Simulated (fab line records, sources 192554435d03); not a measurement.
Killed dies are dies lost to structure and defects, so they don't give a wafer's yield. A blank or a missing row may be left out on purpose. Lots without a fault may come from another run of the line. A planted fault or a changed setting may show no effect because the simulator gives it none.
Chamber matching | flow n5_finfet | N5_BEOL_M3_ETCH_77 on rie_diel-03: 4 sister chambers
The step etches underlayer in N2/H2, target depth 6.5 nm, time 5.2 s. 8 wafers are shown with their chamber, then 8 later ones without.

WAFERS WITH THEIR CHAMBER
wafer  | chamber | showerhead_plenum_p_Torr (Torr) | rf_vpp_V (V)
L076.1 | 2       | 2.44                            | 519.7
L081.2 | 0       | 2.42                            | 522.1
L081.3 | 3       | 2.45                            | 522.0
L081.4 | 0       | 2.42                            | 519.8
L084.2 | 2       | 2.43                            | 522.5
L084.4 | 1       | 2.59                            | 525.8
L084.5 | 1       | 2.59                            | 526.0
L089.1 | 3       | 2.45                            | 521.1

WAFERS WITHOUT THEIR CHAMBER
wafer  | showerhead_plenum_p_Torr (Torr) | rf_vpp_V (V)
L089.5 | 2.42                            | 519.1
L089.6 | 2.59                            | 525.8
L088.1 | 2.59                            | 523.9
L088.4 | 2.42                            | 520.9
L088.6 | 2.45                            | 522.5
L094.1 | 2.43                            | 519.4
L094.5 | 2.43                            | 520.7
L094.6 | 2.45                            | 521.1

WHICH CHAMBER EACH WENT THROUGH
wafer  | from the rows above     | in truth
L089.5 | 0                       | 0
L089.6 | 1                       | 1
L088.1 | 1                       | 1
L088.4 | 0                       | 0
L088.6 | 3                       | 3
L094.1 | can't be placed: 2 or 0 | 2
L094.5 | can't be placed: 2 or 0 | 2
L094.6 | 3                       | 3
Placed correctly: 6 of 8. Can't be placed from these rows: 2 (the true chamber is among the candidates in 2). Placed wrongly: 0.
How it was worked out, from the rows above alone: a wafer's distance from a chamber is the root of the sum, over the readings, of the square of ((its reading less the chamber's mean) divided by the reading's scatter). The wafer belongs to the nearest chamber; if the next one is less than 2 further off, it can't be placed. A chamber's mean is the mean of its shown wafers. The scatter: the root of (the sum of the squares of (reading less its chamber's mean) over the shown wafers, divided by (wafers less chambers)).
